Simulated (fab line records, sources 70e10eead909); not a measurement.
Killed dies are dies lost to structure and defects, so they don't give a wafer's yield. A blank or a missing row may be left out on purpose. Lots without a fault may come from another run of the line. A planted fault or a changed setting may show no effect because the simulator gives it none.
fab line records | flow nand_harc
record lots=12 wafers=36 last_day=33
route steps=1302 shown A_SLIT@940 A_WL_FILL@959 END@1302
lots that met no fault: from a run of the same line without faults
start_h: hours from the record's first day to the start of the lot's first wafer shown | wait_h: hours since the lot's step before | " the same as in the row above | L1.1+2: a row that stands for several wafers | - no value, or no start given | * or withheld: withheld | < > ~ a bound
route shown NAME@n: a module of which the file shows steps, and the number in the route of the first | usual: mean/standard deviation of fault-free wafers | same: alike in all rows | chamber/n: place in a boat | sites: the reading at each site | _std_site: their standard deviation | _edge_site: outer sites' mean less inner sites' | radius_mm: how far each site lies from the wafer's centre | mask NAME#n: copy n | behind: the tool/chamber that last shaped the wafer | hold: why the lot was held/for how many hours/how that ended | device: the transistor (n, p or np) that didn't switch | end of line: the same wafers' tests at the end of the route | a step without rows: its recipe alone | killed: dies lost to structure and defects at the first sort, not the wafer's yield | map: a wafer's dies, x killed, . not, _ none there
set.NAME: the setting as run; set.NAME@STEP: as run at that earlier step | model.NAME: the simulator's own value behind a step, which no gauge read
steps of the route over a sample of lots; a table a step, a row a wafer
services: from which hour (start_h, from the record's first day; less than 0 if before it) a tool's chamber was out of use, for how many hours, and why
## steps
# step NHARC_A_SLIT_ETCH_26
# recipe bias_v=400 source_w=2000 pressure_mtorr=25 time_s=90 ar_flow_sccm=375 c4f8_flow_sccm=41.7 o2_flow_sccm=83.3 target_depth_a=4000 chemistry=C4F8/O2/Ar
# usual chamber_pressure_mTorr=25.002/0.023 drypump_motor_current_A=5.8/0.54 showerhead_plenum_p_Torr=3.76/0.17 throttle_valve_pct=27.619/0.0098
# columns lot.wafer tool chamber start_h wait_h chamber_pressure_mTorr drypump_motor_current_A rf_hours_counter_h showerhead_plenum_p_Torr throttle_valve_pct
L441.3 har_etch-01 1 469.12 1.9 24.998 5.9 - 3.57 27.613
L441.4 " 0 " " 25.027 6.5 - 3.68 27.640
L441.6 " 0 " " 24.997 6.5 - 3.68 27.615
L445.1 har_etch-01 1 486.79 2.4 24.995 5.9 279 3.56 27.603
L445.6 " 0 " " 24.997 6.5 - 3.67 27.617
L445.5 " 1 " " 24.990 5.9 - 3.56 27.627
L443.2 har_etch-02 0 486.85 3.0 25.070 5.9 54 3.95 27.623
L443.1 " 1 " " 24.995 5.0 54 3.95 27.626
L443.4 " 0 " " 25.038 5.8 - 3.95 27.623
L447.1 har_etch-02 1 510.40 2.4 25.002 5.0 69 3.94 27.616
L447.4 " 1 " " 24.988 5.0 - 3.94 27.608
L447.5 " 0 " " 24.947 5.9 - 3.94 27.625
L450.3 har_etch-02 0 551.79 1.3 24.994 5.9 - 3.93 27.619
L450.6 " 1 " " 24.996 5.0 - 3.93 27.608
L450.5 " 0 " " 25.020 5.9 - 3.93 27.639
L453.3 har_etch-02 1 573.03 1.9 25.001 5.0 - 3.92 27.620
L453.5 " 1 " " 24.985 5.0 - 3.92 27.602
L453.6 " 0 " " 24.994 5.9 - 3.92 27.601
L452.1 har_etch-02 0 576.86 3.1 25.008 5.8 103 3.92 27.624
L452.3 " 0 " " 25.001 5.9 - 3.92 27.616
L452.5 " 0 " " 24.975 5.8 - 3.92 27.608
L455.3 har_etch-02 0 589.71 1.9 25.032 5.8 - 3.91 27.617
L455.4 " 1 " " 24.989 5.0 - 3.91 27.606
L455.6 " 0 " " 25.011 5.8 - 3.91 27.596
L462.2 har_etch-01 0 661.48 3.0 24.999 6.5 382 3.61 27.600
L462.4 " 0 " " 25.005 6.5 - 3.61 27.616
L462.3 " 1 " " 25.004 6.0 - 3.51 27.616
L461.2 har_etch-02 1 661.49 2.4 24.981 5.0 152 3.89 27.614
L461.3 " 0 " " 25.024 5.8 - 3.89 27.637
L461.6 " 1 " " 24.977 5.0 - 3.89 27.616
L463.1 har_etch-01 1 674.87 3.0 24.967 5.9 378 3.51 27.614
L463.2 " 0 " " 24.996 6.5 386 3.61 27.612
L463.3 " 0 " " 25.006 6.5 - 3.61 27.607
L464.1 har_etch-01 1 692.02 2.4 25.015 6.0 390 3.50 27.611
L464.5 " 0 " " 24.998 6.5 - 3.61 27.603
L464.6 " 1 " " 24.982 6.0 - 3.50 27.597
# step NHARC_A_WL_FILL_STRIP_27
# recipe power_w=1500 temp_c=250 time_s=20 chemistry=N2/H2
# usual drypump_motor_current_A=5.8/0.38 heater_power_w=348/45
# columns lot.wafer tool chamber start_h wait_h drypump_motor_current_A heater_power_w rf_hours_counter_h
L441.4 plasma_asher-01 0 479.14 0.1 5.9 378 -
L441.3 " 1 " " 5.4 404 -
L441.6 " 1 " " 5.4 397 -
L443.2 plasma_asher-02 0 496.88 0.1 5.7 318 13
L443.1 " 1 " " 6.5 270 13
L443.4 " 0 " " 5.7 319 -
L445.1 plasma_asher-01 0 497.21 0.1 5.8 364 31
L445.6 " 1 " " 5.5 400 -
L445.5 " 0 " " 5.8 388 -
L447.1 plasma_asher-02 0 520.37 0.2 5.7 317 17
L447.4 " 1 " " 6.5 272 -
L447.5 " 0 " " 5.7 311 -
L450.3 plasma_asher-01 0 561.46 0.1 5.8 363 -
L450.5 " 0 " " 5.9 360 -
L450.6 " 1 " " 5.4 400 -
L453.3 plasma_asher-02 1 582.80 0.1 6.5 279 -
L453.6 " 1 " " 6.5 271 -
L453.5 " 0 " " 5.7 323 -
L452.1 plasma_asher-01 0 587.91 0.4 5.8 363 12
L452.3 " 0 " " 5.8 360 -
L452.5 " 0 " " 5.8 362 -
L455.3 plasma_asher-02 0 598.22 0.3 5.7 323 -
L455.4 " 1 " " 6.5 284 -
L455.6 " 0 " " 5.7 327 -
L462.2 plasma_asher-01 0 671.24 0.2 5.8 359 29
L462.4 " 1 " " 5.4 397 -
L462.3 " 0 " " 5.8 364 -
L461.2 plasma_asher-01 1 671.37 0.3 5.5 394 29
L461.3 " 0 " " 5.9 362 -
L461.6 " 1 " " 5.5 390 -
L463.2 plasma_asher-01 0 684.74 0.1 5.8 357 33
L463.1 " 1 " " 5.4 380 33
L463.3 " 0 " " 5.8 363 -
L464.1 plasma_asher-02 1 702.16 0.4 6.6 278 19
L464.5 " 1 " " 6.5 283 -
L464.6 " 0 " " 5.6 349 -
# step NHARC_A_WL_FILL_ETCHBACK_17
# recipe target_depth_a=40 time_s=26.7 chemistry=Cl2/BCl3
# usual chamber_pressure_mTorr=10.000/0.01 drypump_motor_current_A=5.8/0.35 oes_product_au=1.001/0.0071
# columns lot.wafer tool chamber start_h wait_h chamber_pressure_mTorr drypump_motor_current_A oes_product_au rf_hours_counter_h
L441.4 rie_metal-01 0 489.65 - 10.006 5.8 0.997 -
L441.3 " 1 " " 10.002 5.8 1.005 -
L441.6 " 1 " " 10.008 5.8 1.002 -
L445.1 rie_metal-01 1 507.96 - 10.009 5.8 1.008 1.7
L445.5 " 0 " " 9.994 5.8 1.001 -
L445.6 " 1 " " 9.976 5.7 1.014 -
L443.2 rie_metal-03 1 510.77 - 9.986 6.4 0.988 3.4
L443.1 " 0 " " 10.023 5.7 1.000 3.4
L443.4 " 1 " " 10.015 6.5 0.999 -
L447.1 rie_metal-01 1 532.52 - 10.005 5.8 0.998 2.0
L447.4 " 0 " " 9.993 5.8 0.996 -
L447.5 " 1 " " 10.007 5.8 0.999 -
L450.3 rie_metal-01 0 572.87 - 9.996 5.8 1.012 -
L450.6 " 1 " " 9.999 5.8 0.996 -
L450.5 " 0 " " 9.992 5.8 0.999 -
L453.3 rie_metal-03 0 593.03 - 10.001 5.7 1.010 -
L453.5 " 1 " " 9.992 6.5 1.003 -
L453.6 " 0 " " 9.991 5.7 0.992 -
L452.1 rie_metal-03 1 598.09 - 9.994 6.5 1.207 1.5
L452.3 " 0 " " 9.987 5.7 1.203 -
L452.5 " 1 " " 9.989 6.4 1.206 -
L455.4 rie_metal-03 0 607.84 - 9.993 5.6 1.004 -
L455.3 " 1 " " 9.997 6.5 1.211 -
L455.6 " 1 " " 9.981 6.5 1.006 -
L462.2 rie_metal-03 0 681.46 - 10.007 5.7 1.001 2.6
L462.3 " 0 " " 10.007 5.7 1.003 -
L462.4 " 1 " " 9.992 6.5 1.011 -
L461.2 rie_metal-01 0 681.52 - 9.992 5.8 1.017 1.9
L461.3 " 1 " " 10.008 5.7 0.993 -
L461.6 " 0 " " 10.005 5.8 1.004 -
L463.2 rie_metal-03 1 694.94 - 10.016 6.5 1.006 2.9
L463.1 " 0 " " 10.020 5.7 1.005 2.9
L463.3 " 0 " " 10.006 5.7 0.999 -
L464.1 rie_metal-03 1 712.38 - 10.004 6.5 1.005 0
L464.5 " 0 " " 10.002 5.7 0.994 -
L464.6 " 1 " " 10.010 6.5 1.003 -
# step NHARC_A_WL_FILL_CMP_12
# recipe t_overpolish_s=30 target_thk_nm=100
# usual motor_current_A=12.2/1.3 overpolish_run_s=29.999/0.0091 slurry_flow_ml_min=150.0/0.45 time_to_endpoint_s=19.8/2.2
# same t_overpolish_s=30
# columns lot.wafer tool chamber start_h wait_h motor_current_A overpolish_run_s slurry_flow_ml_min time_to_endpoint_s
L441.4 cmp-02 1 495.52 0.1 11.7 30.011 150.1 19.1
L441.3 " 2 " " 12.5 30.002 150.4 21.3
L441.6 " 2 " " 12.8 30.012 149.9 19.0
L445.1 cmp-03 2 513.63 0.2 12.3 30.001 149.6 16.2
L445.6 " 2 " " 12.7 30.007 150.5 17.0
L445.5 " 3 " " 11.2 29.999 149.2 18.7
L443.1 cmp-03 1 516.70 0.2 10.6 30.005 150.3 17.5
L443.4 " 3 " " 11.2 29.995 150.3 18.5
L443.2 " 0 " " 12.0 29.991 151.0 19.0
L447.4 cmp-01 3 538.46 0.2 13.7 29.991 149.9 22.7
L447.1 " 0 " " 10.1 30.000 151.0 21.9
L447.5 " 2 " " 14.1 30.006 150.0 21.6
L450.3 cmp-02 0 578.77 0.2 10.9 30.000 150.3 17.3
L450.6 " 2 " " 12.7 29.996 149.9 19.1
L450.5 " 3 " " 11.5 29.993 149.9 18.4
L453.3 cmp-02 0 597.77 0.2 10.3 30.021 150.0 18.4
L453.6 " 1 " " 11.3 29.989 149.8 17.2
L453.5 " 2 " " 13.0 29.989 149.3 18.7
L452.1 cmp-02 0 603.96 0.1 10.6 29.993 149.9 17.9
L452.3 " 2 " " 12.4 29.973 150.7 17.7
L452.5 " 1 " " 11.4 29.990 148.6 16.7
L455.3 cmp-03 2 613.58 0.1 13.0 30.007 150.1 20.8
L455.4 " 0 " " 12.3 30.006 150.9 18.9
L455.6 " 2 " " 12.3 29.991 150.4 20.5
L462.2 cmp-03 0 687.37 0.1 11.2 29.989 150.1 19.1
L462.4 " 2 " " 13.2 29.994 150.3 22.7
L462.3 " 3 " " 11.4 30.001 149.5 23.0
L461.2 cmp-01 1 687.39 0.2 14.3 29.994 149.9 23.6
L461.3 " 3 " " 13.5 29.987 150.1 21.6
L461.6 " 1 " " 14.7 30.010 149.8 25.7
L463.2 cmp-01 3 700.80 0.2 14.5 29.995 149.6 18.0
L463.3 " 0 " " 10.1 29.984 149.4 22.2
L463.1 " 1 " " 13.7 29.982 149.9 20.3
L464.1 cmp-03 0 718.30 0.2 11.6 30.000 150.7 17.9
L464.6 " 2 " " 12.7 30.000 150.1 19.3
L464.5 " 3 " " 11.3 30.007 150.1 23.1
# step NHARC_END_SORT_01
# recipe temp_c=25
# usual killed_at_array=53/18 killed_at_other=0.9/1.3 killed_at_periphery=4/3.1 killed_dies=58/18 killed_open=3.4/2 killed_short=2.5/1.8
# same gross_dies=677
# columns lot.wafer tool chamber start_h wait_h killed_at_array killed_at_other killed_at_periphery killed_dies killed_open killed_short
L441.3 prober-02 0 576.28 3.1 58 3 3 64 6 6
L441.4 prober-02 0 577.09 3.4 65 4 0 69 5 8
L441.6 prober-02 0 578.71 4.0 55 2 4 61 2 4
L445.1 prober-02 0 594.51 2.5 32 1 1 34 3 3
L445.5 prober-02 0 597.74 3.7 48 0 0 48 0 3
L445.6 prober-02 0 598.55 4.0 53 0 7 60 7 2
L443.1 prober-01 0 602.16 2.5 72 1 4 77 7 3
L443.2 prober-01 0 602.96 2.8 54 0 3 57 2 1
L443.4 prober-01 0 604.58 3.4 68 2 3 73 6 3
L447.1 prober-02 0 612.25 2.5 25 2 6 33 3 3
L447.4 prober-02 0 614.61 3.3 26 2 2 30 3 0
L447.5 prober-02 0 615.39 3.6 25 0 8 33 3 3
L450.3 prober-01 0 657.73 3.1 41 1 5 47 0 4
L450.5 prober-01 0 659.34 3.7 54 3 8 65 4 5
L450.6 prober-01 0 660.14 4.0 71 2 4 77 1 3
L453.3 prober-02 0 683.20 3.1 32 0 3 35 2 2
L453.5 prober-02 0 684.81 3.7 32 0 1 33 0 0
L453.6 prober-02 0 685.62 4.0 35 0 3 38 5 2
L452.1 prober-01 0 689.50 2.5 42 0 2 44 2 2
L452.3 prober-01 0 691.11 3.1 60 0 2 62 6 3
L452.5 prober-01 0 692.72 3.7 56 0 3 59 7 2
L455.3 prober-01 0 698.92 3.1 52 0 7 59 5 5
L455.4 prober-01 0 699.72 3.4 34 1 10 45 4 5
L455.6 prober-01 0 701.32 4.0 29 0 10 39 4 2
L462.2 prober-02 0 772.27 2.8 72 4 1 77 4 1
L462.3 prober-02 0 773.06 3.1 64 1 0 65 1 0
L462.4 prober-02 0 773.85 3.4 68 1 1 70 1 0
L461.2 prober-01 0 772.29 2.8 71 0 3 74 4 2
L461.3 prober-01 0 773.11 3.1 57 0 5 62 3 5
L461.6 prober-01 0 775.57 4.1 51 0 9 60 2 3
L463.1 prober-02 0 779.19 2.5 50 0 2 52 1 1
L463.2 prober-02 0 779.99 2.8 63 0 2 65 5 2
L463.3 prober-02 0 780.79 3.1 68 0 3 71 3 1
L464.1 prober-01 0 794.07 2.5 67 1 1 69 2 2
L464.5 prober-01 0 797.30 3.7 56 1 6 63 4 2
L464.6 prober-01 0 798.11 4.0 46 1 4 51 4 2
# killed by level:class
L441.3 A_CHANNEL_HOLE_D1:chamber_film_flake=18 A_SLIT:chamber_film_flake=15 A_CHANNEL_HOLE_D2:chamber_film_flake=8 A_STAIRCASE:chamber_film_flake=3 THIN_TSV:chamber_film_flake=3 A_ONON_D1:geometric_particle:short=2 A_CHANNEL_HOLE_D1:geometric_particle:open=2 P_GATE:chamber_film_flake=2
L441.4 A_CHANNEL_HOLE_D1:chamber_film_flake=21 A_SLIT:chamber_film_flake=17 A_CHANNEL_HOLE_D2:chamber_film_flake=6 A_CHANNEL_FILL_D2:geometric_particle:short=5 A_STAIRCASE:chamber_film_flake=4 THIN_TSV:chamber_film_flake=4 A_BLC:chamber_film_flake=3 A_DECK1_JOINT:geometric_particle:short=2
L441.6 A_CHANNEL_HOLE_D1:chamber_film_flake=23 A_SLIT:chamber_film_flake=23 A_CHANNEL_HOLE_D2:chamber_film_flake=3 A_ONON_D1:geometric_particle:short=2 THIN_TSV:chamber_film_flake=2 P_CONTACT:geometric_particle:open=1 P_M0:geometric_particle:short=1 A_ONON_D2:geometric_particle:short=1
L445.1 A_SLIT:chamber_film_flake=16 A_CHANNEL_HOLE_D2:chamber_film_flake=6 A_CONTACT:chamber_film_flake=3 A_ONON_D2:geometric_particle:short=2 P_M1:geometric_particle:open=1 A_DECK1_JOINT:geometric_particle:short=1 A_CHANNEL_HOLE_D2:geometric_particle:open=1 A_WL_FILL:geometric_particle:open=1
L445.5 A_SLIT:chamber_film_flake=19 A_CHANNEL_HOLE_D2:chamber_film_flake=11 A_CHANNEL_HOLE_D1:chamber_film_flake=4 A_M1:chamber_film_flake=4 A_CONTACT:chamber_film_flake=3 A_DECK1_JOINT:chamber_film_flake=2 A_CHANNEL_FILL_D2:geometric_particle:short=1 A_STAIRCASE:geometric_particle:short=1
L445.6 A_SLIT:chamber_film_flake=31 A_CHANNEL_HOLE_D2:chamber_film_flake=7 A_M1:chamber_film_flake=5 A_CONTACT:chamber_film_flake=4 A_CHANNEL_HOLE_D1:chamber_film_flake=3 P_STI:geometric_particle:open=2 P_CONTACT:geometric_particle:open=2 P_GATE:geometric_particle:open=1
L443.1 A_CHANNEL_HOLE_D2:chamber_film_flake=35 A_CHANNEL_HOLE_D1:chamber_film_flake=18 A_STAIRCASE:chamber_film_flake=4 A_CONTACT:chamber_film_flake=3 A_ONON_D2:geometric_particle:short=2 P_GATE:chamber_film_flake=2 A_SLIT:chamber_film_flake=2 P_GATE:geometric_particle:open=1
L443.2 A_CHANNEL_HOLE_D1:chamber_film_flake=29 A_CHANNEL_HOLE_D2:chamber_film_flake=15 A_STAIRCASE:chamber_film_flake=3 A_SLIT:chamber_film_flake=3 A_CONTACT:chamber_film_flake=3 P_CONTACT:geometric_particle:short=1 P_M0:geometric_particle:open=1 A_CHANNEL_FILL_D2:geometric_particle:open=1
L443.4 A_CHANNEL_HOLE_D2:chamber_film_flake=25 A_CHANNEL_HOLE_D1:chamber_film_flake=19 A_CONTACT:chamber_film_flake=9 A_STAIRCASE:chamber_film_flake=3 A_M1:chamber_film_flake=3 P_CONTACT:geometric_particle:open=2 A_ONON_D1:geometric_particle:short=2 A_DECK1_JOINT:geometric_particle:open=2
L447.1 A_CHANNEL_HOLE_D2:chamber_film_flake=13 A_DECK1_JOINT:chamber_film_flake=4 P_ZERO_WELL:chamber_film_flake=3 A_STAIRCASE:chamber_film_flake=2 THIN_TSV:chamber_film_flake=2 P_CONTACT:geometric_particle:short=1 P_CONTACT:geometric_particle:open=1 P_M0:geometric_particle:short=1
L447.4 A_CHANNEL_HOLE_D2:chamber_film_flake=11 A_CHANNEL_HOLE_D1:chamber_film_flake=4 A_CHANNEL_FILL_D1:chamber_film_flake=3 A_CHANNEL_HOLE_D1:geometric_particle:open=2 A_DECK1_JOINT:chamber_film_flake=2 THIN_TSV:chamber_film_flake=2 P_CONTACT:geometric_particle:open=1 P_ZERO_WELL:chamber_film_flake=1
L447.5 A_CHANNEL_HOLE_D2:chamber_film_flake=13 A_DECK1_JOINT:chamber_film_flake=3 A_CONTACT:chamber_film_flake=3 P_CONTACT:geometric_particle:open=2 P_ZERO_WELL:chamber_film_flake=2 A_CHANNEL_FILL_D2:chamber_film_flake=2 P_GATE:geometric_particle:short=1 P_M0:geometric_particle:open=1
L450.3 A_CHANNEL_HOLE_D1:chamber_film_flake=19 A_CHANNEL_HOLE_D2:chamber_film_flake=13 A_CONTACT:chamber_film_flake=3 P_GATE:chamber_film_flake=2 A_WL_FILL:chamber_film_flake=2 P_CONTACT:geometric_particle:short=1 A_ONON_D1:geometric_particle:short=1 A_DECK1_JOINT:geometric_particle:short=1
L450.5 A_CHANNEL_HOLE_D1:chamber_film_flake=21 A_CHANNEL_HOLE_D2:chamber_film_flake=14 A_CONTACT:chamber_film_flake=7 P_GATE:chamber_film_flake=3 P_CONTACT:chamber_film_flake=3 A_STAIRCASE:chamber_film_flake=2 A_ONON_D1:geometric_particle:short=2 A_CHANNEL_FILL_D1:chamber_film_flake=2
L450.6 A_CHANNEL_HOLE_D1:chamber_film_flake=33 A_CHANNEL_HOLE_D2:chamber_film_flake=21 A_CONTACT:chamber_film_flake=6 A_DECK1_JOINT:geometric_particle:short=3 P_BONDPAD:chamber_film_flake=3 A_WL_FILL:chamber_film_flake=2 THIN_TSV:chamber_film_flake=2 A_SGD_CUT:chamber_film_flake=2
L453.3 A_CHANNEL_HOLE_D2:chamber_film_flake=18 A_SLIT:chamber_film_flake=4 A_CHANNEL_HOLE_D1:chamber_film_flake=3 A_CONTACT:chamber_film_flake=3 P_M2:geometric_particle:open=1 A_CHANNEL_FILL_D1:geometric_particle:short=1 A_CHANNEL_FILL_D1:geometric_particle:open=1 A_WL_FILL:geometric_particle:short=1
L453.5 A_CHANNEL_HOLE_D2:chamber_film_flake=15 A_CONTACT:chamber_film_flake=7 A_CHANNEL_HOLE_D1:chamber_film_flake=5 A_SLIT:chamber_film_flake=2 P_STI:chamber_film_flake=1 A_CHANNEL_FILL_D2:chamber_film_flake=1 A_WL_FILL:chamber_film_flake=1 A_M1:chamber_film_flake=1
L453.6 A_CHANNEL_HOLE_D2:chamber_film_flake=12 A_CHANNEL_HOLE_D1:chamber_film_flake=9 A_CONTACT:chamber_film_flake=5 A_CHANNEL_HOLE_D2:geometric_particle:open=2 P_M2:geometric_particle:open=1 A_CHANNEL_FILL_D1:geometric_particle:open=1 A_ONON_D2:geometric_particle:open=1 A_CHANNEL_FILL_D2:geometric_particle:short=1
L452.1 A_CHANNEL_HOLE_D1:chamber_film_flake=27 A_CONTACT:chamber_film_flake=5 A_CHANNEL_FILL_D1:chamber_film_flake=2 A_CHANNEL_HOLE_D2:chamber_film_flake=2 A_DECK1_JOINT:geometric_particle:open=1 A_ONON_D2:geometric_particle:short=1 A_WL_FILL:geometric_particle:short=1 A_M0:geometric_particle:open=1
L452.3 A_CHANNEL_HOLE_D1:chamber_film_flake=37 A_CONTACT:chamber_film_flake=4 A_ONON_D2:geometric_particle:open=3 A_DECK1_JOINT:chamber_film_flake=3 A_WL_FILL:chamber_film_flake=3 A_ONON_D1:geometric_particle:short=2 A_CHANNEL_FILL_D1:chamber_film_flake=2 A_ONON_D1:geometric_particle:open=1
L452.5 A_CHANNEL_HOLE_D1:chamber_film_flake=32 A_SLIT:chamber_film_flake=5 A_CONTACT:chamber_film_flake=4 A_WL_FILL:chamber_film_flake=3 A_CHANNEL_FILL_D2:chamber_film_flake=3 A_CHANNEL_FILL_D2:geometric_particle:open=2 P_M0:geometric_particle:open=1 P_M2:geometric_particle:short=1
L455.3 A_CHANNEL_HOLE_D1:chamber_film_flake=32 P_CONTACT:chamber_film_flake=5 A_STAIRCASE:chamber_film_flake=3 A_SLIT:chamber_film_flake=3 A_ONON_D1:geometric_particle:open=2 A_DECK1_JOINT:geometric_particle:short=2 A_ZERO_WELL:chamber_film_flake=2 P_CONTACT:geometric_particle:open=1
L455.4 A_CHANNEL_HOLE_D1:chamber_film_flake=20 P_CONTACT:chamber_film_flake=7 P_M2:chamber_film_flake=3 A_ONON_D1:geometric_particle:short=2 A_STAIRCASE:chamber_film_flake=2 A_SLIT:chamber_film_flake=2 A_WL_FILL:chamber_film_flake=2 A_ONON_D1:geometric_particle:open=1
L455.6 A_CHANNEL_HOLE_D1:chamber_film_flake=19 P_CONTACT:chamber_film_flake=5 A_CHANNEL_FILL_D1:chamber_film_flake=2 A_CHANNEL_FILL_D2:geometric_particle:open=2 P_STI:chamber_film_flake=2 A_STAIRCASE:chamber_film_flake=2 P_GATE:geometric_particle:open=1 P_CONTACT:geometric_particle:open=1
L462.2 A_CHANNEL_HOLE_D2:chamber_film_flake=22 A_SLIT:chamber_film_flake=21 A_CHANNEL_HOLE_D1:chamber_film_flake=13 A_STAIRCASE:chamber_film_flake=7 A_CONTACT:chamber_film_flake=4 THIN_TSV:chamber_film_flake=3 A_ONON_D1:geometric_particle:open=1 A_CHANNEL_HOLE_D2:geometric_particle:short=1
L461.2 A_CHANNEL_HOLE_D2:chamber_film_flake=29 A_CHANNEL_HOLE_D1:chamber_film_flake=14 A_SLIT:chamber_film_flake=10 A_CONTACT:chamber_film_flake=6 A_STAIRCASE:chamber_film_flake=3 P_ZERO_WELL:chamber_film_flake=2 A_DECK1_JOINT:chamber_film_flake=2 A_DECK1_JOINT:geometric_particle:open=1
L462.3 A_SLIT:chamber_film_flake=22 A_CHANNEL_HOLE_D2:chamber_film_flake=20 A_CHANNEL_HOLE_D1:chamber_film_flake=9 A_STAIRCASE:chamber_film_flake=7 A_CONTACT:chamber_film_flake=3 A_WL_FILL:chamber_film_flake=2 A_SGD_CUT:geometric_particle:open=1 HYBRID_BOND:latent=1
L461.3 A_CHANNEL_HOLE_D2:chamber_film_flake=28 A_CHANNEL_HOLE_D1:chamber_film_flake=13 A_CONTACT:chamber_film_flake=4 A_SLIT:chamber_film_flake=3 A_WL_FILL:geometric_particle:short=2 P_GATE:chamber_film_flake=2 A_DECK1_JOINT:chamber_film_flake=2 P_CONTACT:geometric_particle:open=1
L462.4 A_SLIT:chamber_film_flake=24 A_CHANNEL_HOLE_D2:chamber_film_flake=24 A_CHANNEL_HOLE_D1:chamber_film_flake=9 A_STAIRCASE:chamber_film_flake=8 A_CONTACT:chamber_film_flake=3 P_CONTACT:geometric_particle:open=1 THIN_TSV:chamber_film_flake=1
L461.6 A_CHANNEL_HOLE_D1:chamber_film_flake=14 A_CHANNEL_HOLE_D2:chamber_film_flake=14 A_SLIT:chamber_film_flake=9 P_GATE:chamber_film_flake=6 A_CONTACT:chamber_film_flake=6 A_CHANNEL_FILL_D2:chamber_film_flake=3 P_STI:geometric_particle:open=1 P_CONTACT:geometric_particle:short=1
L463.1 A_CHANNEL_HOLE_D2:chamber_film_flake=23 A_SLIT:chamber_film_flake=19 A_STAIRCASE:chamber_film_flake=3 A_CONTACT:chamber_film_flake=2 P_GATE:geometric_particle:short=1 A_CHANNEL_FILL_D2:geometric_particle:open=1 P_ZERO_WELL:chamber_film_flake=1 A_CHANNEL_HOLE_D1:unspecified=1
L463.2 A_CHANNEL_HOLE_D2:chamber_film_flake=27 A_SLIT:chamber_film_flake=23 A_CONTACT:chamber_film_flake=3 A_CHANNEL_FILL_D1:geometric_particle:short=1 A_ONON_D2:geometric_particle:open=1 A_CHANNEL_FILL_D2:geometric_particle:open=1 A_WL_FILL:geometric_particle:open=1 A_WL_FILL:geometric_particle:short=1
L463.3 A_SLIT:chamber_film_flake=31 A_CHANNEL_HOLE_D2:chamber_film_flake=19 A_CHANNEL_HOLE_D1:unspecified=6 A_ZERO_WELL:chamber_film_flake=3 A_CONTACT:chamber_film_flake=3 A_CHANNEL_FILL_D2:geometric_particle:open=2 P_ZERO_WELL:chamber_film_flake=2 P_M2:geometric_particle:short=1
L464.1 A_CHANNEL_HOLE_D2:chamber_film_flake=30 A_SLIT:chamber_film_flake=17 A_CHANNEL_HOLE_D1:chamber_film_flake=8 A_CONTACT:chamber_film_flake=8 A_ONON_D1:geometric_particle:open=2 A_SOURCE_PLATE:geometric_particle:short=1 A_CHANNEL_FILL_D2:geometric_particle:short=1 P_M1:chamber_film_flake=1
L464.5 A_SLIT:chamber_film_flake=20 A_CHANNEL_HOLE_D2:chamber_film_flake=16 A_CONTACT:chamber_film_flake=9 A_CHANNEL_HOLE_D1:chamber_film_flake=6 P_M1:chamber_film_flake=3 P_CONTACT:geometric_particle:open=2 P_GATE:geometric_particle:open=1 A_SOURCE_PLATE:geometric_particle:open=1
L464.6 A_SLIT:chamber_film_flake=17 A_CHANNEL_HOLE_D2:chamber_film_flake=10 A_CONTACT:chamber_film_flake=7 A_CHANNEL_HOLE_D1:chamber_film_flake=3 A_CHANNEL_FILL_D1:geometric_particle:open=2 P_M1:chamber_film_flake=2 A_WL_FILL:chamber_film_flake=2 P_M0:geometric_particle:open=1
## services
# columns tool chamber start_h hours kind
cmp-03 - 457.02 4.0 pm
cmp-02 - 477.69 3.1 repair
cmp-01 - 479.50 4.0 pm
cmp-01 - 504.61 0.7 repair
plasma_asher-01 - 519.00 9.0 pm
rie_metal-03 - 519.00 9.0 pm
cmp-02 - 527.74 4.0 pm
cmp-03 - 537.10 3.3 repair
cmp-03 - 555.02 4.0 pm
har_etch-01 - 555.24 6.0 repair
rie_metal-01 - 575.11 9.0 pm
cmp-01 - 577.50 4.0 pm
plasma_asher-02 - 585.82 4.3 repair
plasma_asher-01 - 594.24 2.0 repair
plasma_asher-02 - 603.60 9.0 pm
cmp-02 - 625.74 4.0 pm
rie_metal-01 0 630.73 3.7 repair
har_etch-02 - 644.54 1.1 repair
cmp-03 - 653.05 4.0 pm
cmp-01 - 658.51 6.7 repair
cmp-02 - 666.41 5.4 repair
cmp-01 - 675.50 4.0 pm
plasma_asher-01 - 696.00 9.0 pm
rie_metal-03 - 696.00 9.0 pm
## key
first_sign step=NHARC_A_WL_FILL_ETCHBACK_17 reading=oes_product_au direction=up sigmas=29 usual=1.001 struck=1.207
effect none on later readings
met_at NHARC_A_WL_FILL_ETCHBACK_17
struck_lots L452,L455
struck_wafers L452.1,L452.3,L452.5,L455.3
tester_left_out L452,L455
not_acting_at NHARC_A_SLIT_ETCH_26,NHARC_A_WL_FILL_STRIP_27,NHARC_A_WL_FILL_CMP_12
onset_between 593.03 598.09
fault kind=process_parameter_drift tool=rie_metal-03 chamber=- onset_h=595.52 steps=NHARC_A_WL_FILL_ETCHBACK_17 channel=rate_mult offset=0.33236 shape=step end_h=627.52 scope=struck_wafers_only
# tester_left_out: of these lots the tester's yield and bins aren't shown, on N5 and GAA mostly nor the transistor test; their killed dies are dies lost to structure and defects alone, not to doping, threshold or leakage, so they don't give the yield
